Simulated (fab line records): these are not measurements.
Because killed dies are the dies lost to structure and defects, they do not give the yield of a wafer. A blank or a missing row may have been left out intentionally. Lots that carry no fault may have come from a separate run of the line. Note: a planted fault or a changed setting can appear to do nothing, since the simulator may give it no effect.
fab line records	flow n5-finfet
[record] lots = 9	wafers = 24	last-day = 17
route steps=1938 shown BEOL_M3@972 BEOL_M4@1111 PASSIVATION@1936
lots that met no fault: from a run of the same line without faults
start-h: start of the lot's first displayed wafer, in hours after the record's first day	wait-h: time in hours since the lot's previous step	" repeats the value in the row above	L1.1+2: one row covering several wafers at once	- value missing, or start not given	* or withheld: withheld	< > ~ a bound
route shown NAME@n: NAME is a module with steps in the file, n the number in the route of the first one	usual: mean/standard deviation taken from wafers without a fault	same: alike in all rows	chamber/n: place in a boat	sites: per-site readings	_std_site: their standard deviation	_edge_site: mean of outer sites minus mean of inner sites	radius-mm: how far each site lies from the wafer's centre	mask NAME#n: copy n	behind: the last tool/chamber to shape the wafer	hold: reason for holding the lot/hours on hold/outcome of the hold	device: which transistor (n, p or np) failed to switch	end of line: the tests these same wafers got at the end of their route	where a step has no rows: the recipe by itself	killed: at the first sort, the dies lost to defects and structure; wafer yield is something else	map: per-die view of a wafer (x killed, . not killed, _ where there is no die)
set.NAME: the setting the step ran with; set.NAME@STEP: the setting that earlier step ran with	model.NAME: the simulator's own value behind a step, which no gauge read
the route's steps for a sample of lots (tables are steps, rows are wafers)
services: when a tool's chamber went out of use (start-h, in hours from the record's first day, below 0 if earlier), for how many hours, and the reason
[[steps]]
[step N5_BEOL_M3_ALD_98]
[recipe] material = SiO2	target-thk-a = 25	temp-c = 100	ald-precursor-family = BDEAS	ald-co-reactant = O2-plasma	pulse-time-s = 1	co-reactant-pulse-time-s = 1	purge-time-s = 2	co-reactant-purge-time-s = 2	ald-cycles = 17	pressure-torr = 2
[usual] ald-cycles = 17/0	chamber-pressure-Torr = 2.000/0.0041	heater-power-w = 81/6.2	precursor-pulse-height-rel = 0.997/0.019
lot.wafer	tool	chamber	start-h	wait-h	ald-cycles	chamber-pressure-Torr	heater-power-w	precursor-pulse-height-rel
L475.1	ald-sin-01	2	171.60	0.1	17	2.006	72	1.019
L475.2	"	1	"	"	17	2.004	82	1.012
L475.3	"	0	"	"	17	2.004	73	0.995
L478.2	ald-sin-02	0	185.60	0.5	17	2.002	95	1.033
L478.3	"	2	"	"	17	1.997	82	1.011
L478.6	"	1	"	"	17	1.996	77	0.981
L480.2	ald-sin-02	1	199.64	0.3	17	2.001	80	0.989
L480.3	"	3	"	"	17	2.002	81	0.993
L480.5	"	2	"	"	17	2.000	81	0.983
L484.3	ald-sin-01	2	228.76	0.1	17	1.993	73	0.996
L484.5	"	2	"	"	17	2.001	72	0.989
L485.3	ald-sin-04	3	229.20	0.1	17	2.000	74	0.994
L485.5	"	3	"	"	17	2.004	72	0.994
L489.2	ald-sin-04	2	239.54	0.1	17	2.003	88	1.011
L489.3	"	3	"	"	17	2.000	72	1.023
L488.3	ald-sin-02	1	243.69	0.6	17	1.993	79	0.974
L488.4	"	3	"	"	17	1.999	80	0.954
L488.5	"	2	"	"	17	2.002	82	0.985
L492.1	ald-sin-02	3	260.27	0.1	17	2.001	81	1.026
L492.2	"	0	"	"	17	2.003	94	0.995
L492.4	"	2	"	"	17	2.002	81	1.017
L494.2	ald-sin-04	1	292.58	0.1	17	1.999	81	1.000
L494.5	"	0	"	"	17	1.998	78	1.003
L494.6	"	3	"	"	17	2.002	74	1.006
[step N5_BEOL_M3_ALD_84]
[recipe] material = TaN	target-thk-a = *	temp-c = 275	ald-precursor-family = PDMAT	ald-co-reactant = NH3	pressure-torr = 3	carrier-flow-sccm = 1500	pulse-time-s = 2	purge-time-s = 3	co-reactant-purge-time-s = 2	co-reactant-pulse-time-s = 3	ald-cycles = 30	precursor-vessel-temp-c = 75	precursor-vessel-pressure-torr = 26.25	precursor-vessel-carrier-sccm = 1000
[usual] ald-cycles = 30/0	chamber-pressure-Torr = 3.000/0.0063	heater-power-w = 413/50
lot.wafer	tool	chamber	start-h	wait-h	ald-cycles	chamber-pressure-Torr	heater-power-w
L475.1	ald-metal-02	2	174.62	0.0	30	3.001	427
L475.2	"	0	"	"	30	3.002	494
L475.3	"	1	"	"	30	3.006	366
L478.2	ald-metal-03	0	190.34	0.0	30	3.007	411
L478.3	"	2	"	"	30	2.992	316
L478.6	"	0	"	"	30	3.005	409
L480.2	ald-metal-03	3	206.92	0.0	30	3.001	456
L480.3	"	0	"	"	30	2.998	413
L480.5	"	0	"	"	30	3.000	418
L484.3	ald-metal-03	3	230.73	0.1	21	3.005	457
L484.5	"	3	"	"	30	2.996	443
L485.3	ald-metal-03	3	238.66	0.3	21	3.009	447
L485.5	"	1	"	"	30	2.998	406
L489.2	ald-metal-03	2	242.95	0.1	30	3.003	313
L489.3	"	3	"	"	21	2.993	451
L488.3	ald-metal-04	1	246.07	0.0	30	2.991	429
L488.4	"	0	"	"	30	2.986	460
L488.5	"	3	"	"	30	3.004	398
L492.1	ald-metal-04	2	275.66	0.0	30	2.992	386
L492.2	"	1	"	"	30	2.999	438
L492.4	"	0	"	"	30	3.000	483
L494.2	ald-metal-02	1	298.69	0.0	30	2.997	355
L494.5	"	3	"	"	30	2.992	403
L494.6	"	2	"	"	30	2.990	431
[step N5_BEOL_M3_SPUTTER_79]
[recipe] material = Cu	target-thk-a = 45	temp-c = -20	chamber-pressure-pa = 0.07	power-w = withheld	time-s = 8.29
[usual] chamber-pressure-pa = 0.07/0.00015	chuck-sensor-temp-C = -16.0/0.5	throttle-valve-pct = 30.1/0.65
lot.wafer	tool	chamber	start-h	wait-h	chamber-pressure-pa	chuck-sensor-temp-C	throttle-valve-pct
L475.1	pvd-sputter-02	-	175.76	0.1	0.07011	-16.4	30.2
L475.2	"	-	"	"	0.06991	-15.5	30.0
L475.3	"	-	"	"	0.07008	-16.3	30.9
L478.2	pvd-sputter-02	-	192.07	0.1	0.0701	-15.5	30.1
L478.3	"	-	"	"	0.07021	-16.4	29.2
L478.6	"	-	"	"	0.06987	-16.2	30.9
L480.2	pvd-sputter-02	-	209.24	0.1	0.07007	-16.6	30.4
L480.3	"	-	"	"	0.0699	-16.4	30.6
L480.5	"	-	"	"	0.06993	-15.4	30.0
L484.3	pvd-sputter-01	-	231.65	0.1	0.07018	-16.3	30.6
L484.5	"	-	"	"	0.07001	-16.3	30.5
L485.3	pvd-sputter-03	-	241.35	0.1	0.07001	-15.7	28.7
L485.5	"	-	"	"	0.07003	-15.7	28.8
L489.2	pvd-sputter-01	-	243.81	0.1	0.06993	-16.3	29.4
L489.3	"	-	"	"	0.07011	-15.3	30.6
L488.3	pvd-sputter-03	-	246.79	0.1	0.07026	-16.9	30.9
L488.4	"	-	"	"	0.07003	-15.6	28.9
L488.5	"	-	"	"	0.06994	-15.7	28.7
L492.1	pvd-sputter-01	-	276.82	0.1	0.06984	-16.4	30.6
L492.2	"	-	"	"	0.07005	-16.4	29.8
L492.4	"	-	"	"	0.06988	-16.3	29.4
L494.2	pvd-sputter-02	-	299.57	0.1	0.07002	-16.4	29.0
L494.5	"	-	"	"	0.0702	-16.3	30.2
L494.6	"	-	"	"	0.06984	-16.4	29.2
[step N5_BEOL_M3_SPUTTER_81]
[recipe] material = Cu	target-thk-a = 45	temp-c = -20	chamber-pressure-pa = 0.07	power-w = withheld	time-s = 8.29
[usual] chamber-pressure-pa = 0.07/0.00014	chuck-sensor-temp-C = -16.0/0.51	throttle-valve-pct = 30.1/0.63
lot.wafer	tool	chamber	start-h	wait-h	chamber-pressure-pa	chuck-sensor-temp-C	throttle-valve-pct
L475.1	pvd-sputter-02	-	175.98	0.1	0.0697	-16.6	30.2
L475.2	"	-	"	"	0.06997	-15.5	30.2
L475.3	"	-	"	"	0.06998	-16.2	30.9
L478.2	pvd-sputter-02	-	192.29	0.1	0.07015	-15.6	30.1
L478.3	"	-	"	"	0.06978	-16.3	29.1
L478.6	"	-	"	"	0.07006	-16.1	30.7
L480.2	pvd-sputter-02	-	209.46	0.1	0.06971	-16.6	30.2
L480.3	"	-	"	"	0.06979	-16.3	30.7
L480.5	"	-	"	"	0.07015	-15.5	30.5
L484.3	pvd-sputter-01	-	231.87	0.1	0.06988	-16.4	30.2
L484.5	"	-	"	"	0.06988	-16.4	30.5
L485.3	pvd-sputter-03	-	241.57	0.1	0.07007	-15.7	28.6
L485.5	"	-	"	"	0.06991	-15.7	28.9
L489.2	pvd-sputter-01	-	244.03	0.1	0.06979	-16.4	29.7
L489.3	"	-	"	"	0.06985	-15.7	30.5
L488.3	pvd-sputter-03	-	247.01	0.1	0.06992	-16.9	30.8
L488.4	"	-	"	"	0.06968	-15.8	28.8
L488.5	"	-	"	"	0.06988	-15.7	29.0
L492.1	pvd-sputter-01	-	277.04	0.1	0.07038	-16.3	30.4
L492.2	"	-	"	"	0.07011	-16.3	30.0
L492.4	"	-	"	"	0.07	-16.3	29.6
L494.2	pvd-sputter-02	-	299.79	0.1	0.07002	-16.5	29.0
L494.5	"	-	"	"	0.07007	-16.4	30.2
L494.6	"	-	"	"	0.07002	-16.4	28.9
[step N5_BEOL_M4_RC_MEAS_101]
[usual] COMB_M3 = 6.1e-11/1.3e-11	COMB_M3_max_site = 8.6e-11/2e-11	DIBL_N = 36.5/1.7	DIBL_P = 36.3/2.1	IOFF_N = 0.16/0.036	IOFF_P = 0.21/0.037	ION_N = 676/12	ION_P = 462/7.6	SS_N = 71.5/0.68	SS_P = 73.3/0.63	VT_N = 249/3.5	VT_P = -250/3.5
lot.wafer	tool	chamber	start-h	wait-h	COMB_M3[S/m]	COMB_M3_max_site[S/m]	DIBL_N[mV/V]	DIBL_P[mV/V]	IOFF_N[nA/um]	IOFF_P[nA/um]	ION_N[uA/um]	ION_P[uA/um]	SS_N[mV/dec]	SS_P[mV/dec]	VT_N[mV]	VT_P[mV]
L475.1	prober-02	0	189.85	0.0	6e-11	7.2e-11	38.8	38.2	0.23	0.28	697	472	71.3	74.5	248	-245
L475.2	"	0	"	"	1.1e-10	1.46e-10	37.0	35.9	0.18	0.24	688	469	71.5	73.4	247	-248
L475.3	"	0	"	"	5.7e-11	7.7e-11	37.7	37.0	0.20	0.26	693	472	71.6	74.2	247	-246
L478.2	prober-02	0	206.14	0.2	6.2e-11	1.03e-10	37.0	35.0	0.14	0.20	672	461	71.3	72.7	253	-249
L478.3	"	0	"	"	5e-11	7.9e-11	35.8	32.9	0.12	0.17	664	459	71.0	72.8	257	-251
L478.6	"	0	"	"	5.9e-11	7.3e-11	35.7	33.9	0.13	0.19	659	460	70.6	72.7	252	-251
L480.2	prober-01	0	228.12	0.2	6.8e-11	9.9e-11	32.2	31.4	0.11	0.16	670	459	69.9	72.1	254	-251
L480.3	"	0	"	"	4.9e-11	6.4e-11	34.2	33.7	0.13	0.19	657	451	69.8	73.2	250	-253
L480.5	"	0	"	"	7.7e-11	9.3e-11	36.4	36.5	0.17	0.23	683	465	71.2	74.2	249	-249
L484.3	prober-01	0	251.34	0.3	1.74e-10	2e-10	34.2	35.5	0.12	0.17	664	455	70.5	73.1	252	-254
L484.5	"	0	"	"	5.1e-11	6.5e-11	36.2	37.2	0.15	0.19	677	457	70.7	73.5	249	-250
L485.3	prober-02	0	254.86	0.3	1.8e-10	3.21e-10	36.1	35.1	0.16	0.25	675	479	70.8	73.5	247	-244
L485.5	"	0	"	"	6.4e-11	9.3e-11	36.0	34.6	0.15	0.23	673	475	71.7	72.5	247	-249
L489.2	prober-01	0	256.84	0.2	6.1e-11	7.1e-11	37.6	38.6	0.18	0.22	681	467	72.4	73.6	248	-250
L489.3	"	0	"	"	2.35e-10	3.43e-10	35.3	35.9	0.13	0.19	667	459	71.0	73.3	253	-251
L488.3	prober-01	0	259.90	0.3	6.1e-11	7.5e-11	36.5	37.1	0.16	0.22	674	461	71.1	73.9	252	-251
L488.4	"	0	"	"	4.3e-11	5.5e-11	33.6	34.0	0.13	0.18	667	460	70.8	73.0	252	-254
L488.5	"	0	"	"	5.3e-11	6.1e-11	35.1	36.0	0.14	0.21	667	461	71.1	73.9	253	-249
L492.1	prober-02	0	289.05	0.0	6.7e-11	8e-11	37.4	38.3	0.16	0.22	676	461	71.4	74.0	251	-249
L492.2	"	0	"	"	5.3e-11	6.7e-11	36.9	37.2	0.16	0.21	682	461	70.6	73.2	250	-251
L492.4	"	0	"	"	5.7e-11	1.04e-10	37.0	37.3	0.16	0.21	667	463	71.3	72.6	250	-248
L494.2	prober-02	0	310.87	0.2	4.8e-11	9e-11	38.3	38.7	0.19	0.25	673	469	72.7	73.5	246	-248
L494.5	"	0	"	"	4e-11	5.3e-11	36.6	36.7	0.14	0.23	654	459	71.7	73.3	253	-248
L494.6	"	0	"	"	4.6e-11	6e-11	35.1	35.0	0.14	0.20	668	462	71.7	73.1	250	-249
// sites COMB_M3 radius-mm=0,75,75,75,75,140,140,140,140
L475.1 5.4e-11 5.3e-11 5.1e-11 4e-11 6.2e-11 7.2e-11 6.7e-11 6e-11 6.5e-11
L478.2 6.8e-11 8.8e-11 5.2e-11 6.2e-11 4.9e-11 6.2e-11 5.9e-11 9.3e-11 1.03e-10
L480.2 6.8e-11 7.3e-11 9.9e-11 5.3e-11 6.5e-11 4.7e-11 6.8e-11 6e-11 6.9e-11
L484.3 1.88e-10 1.56e-10 2e-10 1.68e-10 1.63e-10 1.75e-10 1.32e-10 1.74e-10 1.75e-10
L485.3 1.55e-10 3.21e-10 1.58e-10 1.77e-10 1.68e-10 2.29e-10 2.19e-10 1.8e-10 1.99e-10
L489.2 5.5e-11 6.1e-11 7.1e-11 6.2e-11 3e-11 6.9e-11 3.6e-11 5.5e-11 6.9e-11
L488.3 5.9e-11 4e-11 6.2e-11 7.3e-11 3.8e-11 6.1e-11 5.6e-11 7.5e-11 6.5e-11
L492.1 5.1e-11 7.9e-11 8e-11 6.8e-11 5.9e-11 6.7e-11 6.7e-11 5.6e-11 3.2e-11
L494.2 3.6e-11 5.7e-11 9e-11 4.3e-11 3.7e-11 4.8e-11 3.7e-11 5.1e-11 5e-11
[step N5_PASSIVATION_PROBE_49]
[usual] defect-limited-yield = 91.4/1.5	killed_at_M0_to_M3 = 34/12	killed_at_M4_up = 12/4.9	killed-at-contacts = 13/7.2	killed-at-front-end = 39/12	killed-at-other = 3.7/2.9	killed-dies = 101/18	killed-open = 67/14	killed-short = 33/7.2	sort_bin_4_leakage = 0.00/0.022	sort_bin_5_function = 5.1/0.97	sort_bin_6_memory = 3.2/0.67	sort-n-pass = 1079/17	sort-yield-pct = 91.4/1.5
[same] gross-dies = 1180	killed-at-back-side = 0	sort_bin_8_speed[%] = 0
lot.wafer	tool	chamber	start-h	wait-h	defect-limited-yield[%]	killed_at_M0_to_M3	killed_at_M4_up	killed-at-contacts	killed-at-front-end	killed-at-other	killed-dies	killed-open	killed-short	sort_bin_4_leakage[%]	sort_bin_5_function[%]	sort_bin_6_memory[%]	sort-n-pass	sort-yield-pct[%]
L475.1	prober-02	-	298.80	0.0	91.1	35	23	20	25	2	105	73	32	0	5.1	3.5	1075	91.1
L475.2	prober-02	-	298.85	0.1	91.5	37	18	18	26	1	100	69	26	0	5.0	3.4	1080	91.5
L475.3	prober-02	-	298.90	0.1	89.4	49	15	32	27	2	125	92	28	0	6.9	3.5	1055	89.4
L478.2	prober-01	-	309.12	0.1	90.6	46	10	5	47	3	111	68	43	0	5.3	3.6	1069	90.6
L478.3	prober-01	-	309.17	0.1	91.7	38	8	10	41	1	98	62	36	0	4.9	3.1	1082	91.7
L478.6	prober-01	-	309.32	0.3	91.2	35	11	11	44	3	104	67	37	0	4.7	3.9	1076	91.2
L480.2	prober-02	-	329.13	0.1	91.6	22	15	11	46	5	99	70	25	0	4.7	3.2	1081	91.6
L480.3	prober-02	-	329.18	0.1	92.3	21	11	6	47	6	91	62	29	0	4.5	3.1	1089	92.3
L480.5	prober-02	-	329.28	0.2	92.7	39	17	5	25	0	86	58	27	0	4.7	2.4	1094	92.7
L484.3	prober-01	-	356.96	0.1	87.3	73	10	11	42	14	150	72	26	4.41	5.4	2.6	1030	87.3
L484.5	prober-01	-	357.06	0.2	93.1	34	7	12	25	3	81	50	30	0	4.2	2.5	1099	93.1
L489.2	prober-01	-	363.49	0.1	91.9	33	12	8	41	2	96	58	33	0	4.7	3.4	1084	91.9
L489.3	prober-01	-	363.54	0.1	87.1	89	11	7	44	1	152	47	33	5.42	5.0	2.2	1028	87.1
L485.3	prober-01	-	364.39	0.1	83.6	97	20	9	63	4	193	77	43	6.10	7.1	3.1	987	83.6
L485.5	prober-01	-	364.49	0.2	91.3	44	11	2	37	9	103	65	38	0	5.1	3.0	1077	91.3
L488.3	prober-02	-	367.41	0.1	91.6	24	11	25	35	4	99	73	26	0	5.5	2.8	1081	91.6
L488.4	prober-02	-	367.46	0.2	91.9	27	10	38	20	1	96	66	30	0	5.5	2.5	1084	91.9
L488.5	prober-02	-	367.51	0.2	92.9	28	6	18	29	3	84	57	26	0	3.8	2.9	1096	92.9
L492.1	prober-01	-	393.16	0.0	94.2	27	9	7	24	1	68	41	26	0	3.5	2.2	1112	94.2
L492.2	prober-01	-	393.21	0.1	89.8	37	15	9	58	1	120	87	33	0	6.1	3.8	1060	89.8
L492.4	prober-01	-	393.31	0.2	91.9	29	10	9	42	5	95	48	46	0	5.7	2.2	1085	91.9
L494.2	prober-01	-	411.00	0.1	91.3	26	9	21	42	5	103	67	36	0	4.9	3.6	1077	91.3
L494.5	prober-01	-	411.15	0.2	91.3	33	6	28	30	6	103	67	35	0	5.2	3.1	1077	91.3
L494.6	prober-01	-	411.20	0.3	90.0	30	11	35	39	3	118	86	32	0	6.2	3.6	1062	90.0
// killed by level:class
L475.1 MOL_CONTACT_COAG:geometric-particle:open=17 BEOL_M4:geometric-particle:open=11 BEOL_M2:geometric-particle:open=10 BEOL_M3:geometric-particle:open=9 BEOL_M0_SAQP:geometric-particle:short=7 GATE_CUT:geometric-particle:short=6 BEOL_M0_SAQP:geometric-particle:open=5 STI_FIN_REVEAL:geometric-particle:open=3
L475.2 MOL_CONTACT_COAG:geometric-particle:open=15 BEOL_M3:geometric-particle:open=9 BEOL_M0_SAQP:geometric-particle:open=8 BEOL_M0_SAQP:geometric-particle:short=7 GATE_CUT:geometric-particle:short=6 BEOL_M4:geometric-particle:open=6 STI_FIN_REVEAL:geometric-particle:open=4 GATE_CUT:geometric-particle:open=4
L475.3 MOL_CONTACT_COAG:geometric-particle:open=27 BEOL_M0_SAQP:geometric-particle:open=12 BEOL_M3:geometric-particle:open=12 STI_FIN_REVEAL:geometric-particle:open=10 BEOL_M2:geometric-particle:open=9 BEOL_M1:geometric-particle:open=6 STARTING-WAFER:geometric-particle:short=5 MOL_CONTACT_COAG:geometric-particle:short=4
L478.2 STI_FIN_REVEAL:geometric-particle:open=14 BEOL_M0_SAQP:geometric-particle:open=13 BEOL_M3:geometric-particle:open=10 FIN_SAQP:geometric-particle:short=7 FIN_SAQP:geometric-particle:open=6 BEOL_M0_SAQP:geometric-particle:short=6 GATE_CUT:geometric-particle:short=5 BEOL_M2:geometric-particle:short=5
L478.3 BEOL_M0_SAQP:geometric-particle:open=10 FIN_SAQP:geometric-particle:short=9 MOL_CONTACT_COAG:geometric-particle:open=8 STI_FIN_REVEAL:geometric-particle:open=7 BEOL_M3:geometric-particle:open=7 BEOL_M0_SAQP:geometric-particle:short=6 GATE_CUT:geometric-particle:short=5 FIN_SAQP:geometric-particle:open=4
L478.6 BEOL_M0_SAQP:geometric-particle:open=11 STI_FIN_REVEAL:geometric-particle:open=9 MOL_CONTACT_COAG:geometric-particle:open=9 GATE_CUT:geometric-particle:short=8 BEOL_M0_SAQP:geometric-particle:short=7 BEOL_M3:geometric-particle:open=6 FIN_SAQP:geometric-particle:open=5 BEOL_M4:geometric-particle:open=5
L480.2 FIN_SAQP:geometric-particle:open=16 BEOL_M2:geometric-particle:open=9 MOL_CONTACT_COAG:geometric-particle:open=7 BEOL_M4:geometric-particle:open=5 BEOL_M3:geometric-particle:open=5 DUMMY_GATE:geometric-particle:open=4 ILD0:geometric-particle:short=4 ILD0:geometric-particle:open=4
L480.3 FIN_SAQP:geometric-particle:open=11 FIN_SAQP:geometric-particle:short=9 BEOL_M2:geometric-particle:open=9 BEOL_M4:geometric-particle:open=9 DUMMY_GATE:geometric-particle:open=8 STI_FIN_REVEAL:geometric-particle:open=8 BEOL_M0_SAQP:geometric-particle:short=5 MIM_TOP:geometric-particle:short=4
L480.5 BEOL_M2:geometric-particle:open=12 BEOL_M3:geometric-particle:open=10 BEOL_M0_SAQP:geometric-particle:short=8 FIN_SAQP:geometric-particle:short=7 BEOL_M4:geometric-particle:open=6 MOL_CONTACT_COAG:geometric-particle:open=5 DUMMY_GATE:geometric-particle:open=4 BEOL_M2:geometric-particle:short=4
L484.3 M3:area-ald=52 STI_FIN_REVEAL:geometric-particle:open=12 MOL_CONTACT_COAG:geometric-particle:open=10 FIN_SAQP:geometric-particle:open=7 BEOL_M0_SAQP:geometric-particle:open=6 MIM_TOP:geometric-particle:open=6 FIN_SAQP:geometric-particle:short=5 GATE_CUT:geometric-particle:open=5
L484.5 MOL_CONTACT_COAG:geometric-particle:open=10 BEOL_M0_SAQP:geometric-particle:short=10 GATE_CUT:geometric-particle:open=5 GATE_CUT:geometric-particle:short=5 BEOL_M0_SAQP:geometric-particle:open=5 BEOL_M3:geometric-particle:open=5 STARTING-WAFER:geometric-particle:open=4 STI_FIN_REVEAL:geometric-particle:open=3
L489.2 BEOL_M0_SAQP:geometric-particle:short=8 FIN_SAQP:geometric-particle:open=7 STI_FIN_REVEAL:geometric-particle:open=7 BEOL_M2:geometric-particle:open=7 BEOL_M0_SAQP:geometric-particle:open=6 BEOL_M1:geometric-particle:open=5 BEOL_M4:geometric-particle:open=5 MOL_CONTACT_COAG:geometric-particle:short=4
L489.3 M3:area-ald=64 STI_FIN_REVEAL:geometric-particle:open=11 FIN_SAQP:geometric-particle:open=9 FIN_SAQP:geometric-particle:short=8 BEOL_M0_SAQP:geometric-particle:short=7 MOL_CONTACT_COAG:geometric-particle:open=6 BEOL_M0_SAQP:geometric-particle:open=6 BEOL_M1:geometric-particle:short=4
L485.3 M3:area-ald=72 FIN_SAQP:geometric-particle:open=12 FIN_SAQP:geometric-particle:short=10 STI_FIN_REVEAL:geometric-particle:open=9 BEOL_M4:geometric-particle:open=8 BEOL_M2:geometric-particle:open=8 MOL_CONTACT_COAG:geometric-particle:open=7 BEOL_M5:geometric-particle:open=7
L485.5 BEOL_M3:geometric-particle:open=13 STI_FIN_REVEAL:geometric-particle:open=11 BEOL_M0_SAQP:geometric-particle:short=10 BEOL_M0_SAQP:geometric-particle:open=7 FIN_SAQP:geometric-particle:short=5 STI_FIN_REVEAL:geometric-particle:short=5 BEOL_M2:geometric-particle:open=5 PASS1_CAP:geometric-particle:open=5
L488.3 MOL_CONTACT_COAG:geometric-particle:open=19 FIN_SAQP:geometric-particle:open=16 BEOL_M3:geometric-particle:open=7 BEOL_M4:geometric-particle:open=7 MOL_CONTACT_COAG:geometric-particle:short=6 BEOL_M0_SAQP:geometric-particle:short=6 FIN_SAQP:geometric-particle:short=5 DUMMY_GATE:geometric-particle:open=5
L488.4 MOL_CONTACT_COAG:geometric-particle:open=33 BEOL_M2:geometric-particle:open=8 MOL_CONTACT_COAG:geometric-particle:short=5 BEOL_M2:geometric-particle:short=4 BEOL_M3:geometric-particle:open=4 STI_FIN_REVEAL:geometric-particle:open=3 BEOL_M0_SAQP:geometric-particle:open=3 BEOL_M3:geometric-particle:short=3
L488.5 MOL_CONTACT_COAG:geometric-particle:open=13 BEOL_M0_SAQP:geometric-particle:short=11 BEOL_M0_SAQP:geometric-particle:open=10 FIN_SAQP:geometric-particle:open=6 STARTING-WAFER:geometric-particle:open=6 STI_FIN_REVEAL:geometric-particle:open=5 MOL_CONTACT_COAG:geometric-particle:short=5 SPACER0:geometric-particle:short=4
L492.1 FIN_SAQP:geometric-particle:open=11 BEOL_M2:geometric-particle:open=8 FIN_SAQP:geometric-particle:short=7 MOL_CONTACT_COAG:geometric-particle:open=5 BEOL_M1:geometric-particle:open=5 BEOL_M0_SAQP:geometric-particle:short=3 BEOL_M0_SAQP:geometric-particle:open=3 BEOL_M1:geometric-particle:short=3
L492.2 FIN_SAQP:geometric-particle:open=18 BEOL_M3:geometric-particle:open=14 BEOL_M2:geometric-particle:open=8 FIN_SAQP:geometric-particle:short=7 BEOL_M4:geometric-particle:open=7 DUMMY_GATE:geometric-particle:open=6 MOL_CONTACT_COAG:geometric-particle:open=6 STARTING-WAFER:geometric-particle:open=6
L492.4 FIN_SAQP:geometric-particle:short=9 BEOL_M0_SAQP:geometric-particle:short=9 STI_FIN_REVEAL:geometric-particle:open=8 BEOL_M1:geometric-particle:open=7 MOL_CONTACT_COAG:geometric-particle:open=6 BEOL_M3:geometric-particle:open=6 ILD0:geometric-particle:short=5 GATE_CUT:geometric-particle:short=5
L494.2 STI_FIN_REVEAL:geometric-particle:open=17 MOL_CONTACT_COAG:geometric-particle:open=17 BEOL_M0_SAQP:geometric-particle:short=9 BEOL_M3:geometric-particle:open=8 STARTING-WAFER:geometric-particle:short=6 FIN_SAQP:geometric-particle:open=5 MOL_CONTACT_COAG:geometric-particle:short=4 BEOL_M1:geometric-particle:short=4
L494.5 MOL_CONTACT_COAG:geometric-particle:open=19 BEOL_M1:geometric-particle:open=12 MOL_CONTACT_COAG:geometric-particle:short=9 STI_FIN_REVEAL:geometric-particle:open=7 BEOL_M0_SAQP:geometric-particle:short=6 GATE_CUT:geometric-particle:short=5 BEOL_M3:geometric-particle:open=5 BEOL_M2:geometric-particle:open=5
L494.6 MOL_CONTACT_COAG:geometric-particle:open=28 STI_FIN_REVEAL:geometric-particle:open=11 BEOL_M3:geometric-particle:open=9 MOL_CONTACT_COAG:geometric-particle:short=7 BEOL_M2:geometric-particle:open=7 DUMMY_GATE:geometric-particle:open=6 GATE_CUT:geometric-particle:short=5 BEOL_M0_SAQP:geometric-particle:short=5
[[services]]
tool	chamber	start-h	hours	kind
ald-metal-04	1	148.48	2.5	repair
pvd-sputter-01	-	151.43	3.4	repair
ald-sin-04	-	173.10	6.0	pm
ald-sin-04	-	179.10	14.0	pm
ald-sin-04	0	179.10	14.0	vent-cycle
ald-sin-04	1	179.10	14.0	vent-cycle
ald-sin-04	2	179.10	14.0	vent-cycle
ald-sin-04	3	179.10	14.0	vent-cycle
ald-sin-02	-	212.74	1.2	repair
ald-sin-04	1	233.85	9.4	repair
ald-sin-01	-	240.48	14.6	pm
ald-sin-04	3	241.97	2.1	repair
ald-metal-04	-	242.66	2.8	pm
ald-sin-02	-	249.69	0.8	pm
ald-sin-04	-	263.86	2.8	pm
ald-sin-02	-	268.40	14.0	pm
ald-sin-02	0	268.40	14.0	vent-cycle
ald-sin-02	1	268.40	14.0	vent-cycle
ald-sin-02	2	268.40	14.0	vent-cycle
ald-sin-02	3	268.40	14.0	vent-cycle
ald-sin-02	0	282.40	-	clean
ald-sin-02	1	282.40	-	clean
ald-sin-02	2	282.40	-	clean
ald-sin-02	3	282.40	-	clean
[[key]]
[first-sign] step = N5_BEOL_M3_ALD_84	reading = ald-cycles	direction = down	sigmas = 99+	usual = *	struck = *
[effect] step = N5_BEOL_M4_RC_MEAS_101	reading = COMB_M3	direction = up	sigmas = 10	usual = 6.1e-11	struck = 1.96e-10
[effect] step = N5_BEOL_M4_RC_MEAS_101	reading = COMB_M3_max_site	direction = up	sigmas = 10	usual = 8.6e-11	struck = 2.88e-10
[effect] step = N5_PASSIVATION_PROBE_49	reading = sort_bin_4_leakage	direction = up	sigmas = 63	usual = 0.00	struck = 5.31
[more-kills-born-at] N5_BEOL_M3_ALD_84@ald-metal-03 = 188
met-at N5_BEOL_M3_ALD_84
struck-lots L484,L485,L489
struck-wafers L484.3,L485.3,L489.3
not-acting-at N5_BEOL_M3_ALD_98,N5_BEOL_M3_SPUTTER_79,N5_BEOL_M3_SPUTTER_81
onset-between 206.92 230.73
[fault] kind = process-parameter-drift	tool = ald-metal-03	chamber = -	onset-h = 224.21	steps = N5_BEOL_M3_ALD_84	channel = ald-cycles	offset = *	shape = step	end-h = 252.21	scope = struck-wafers-only	acts-in = *	stated = *
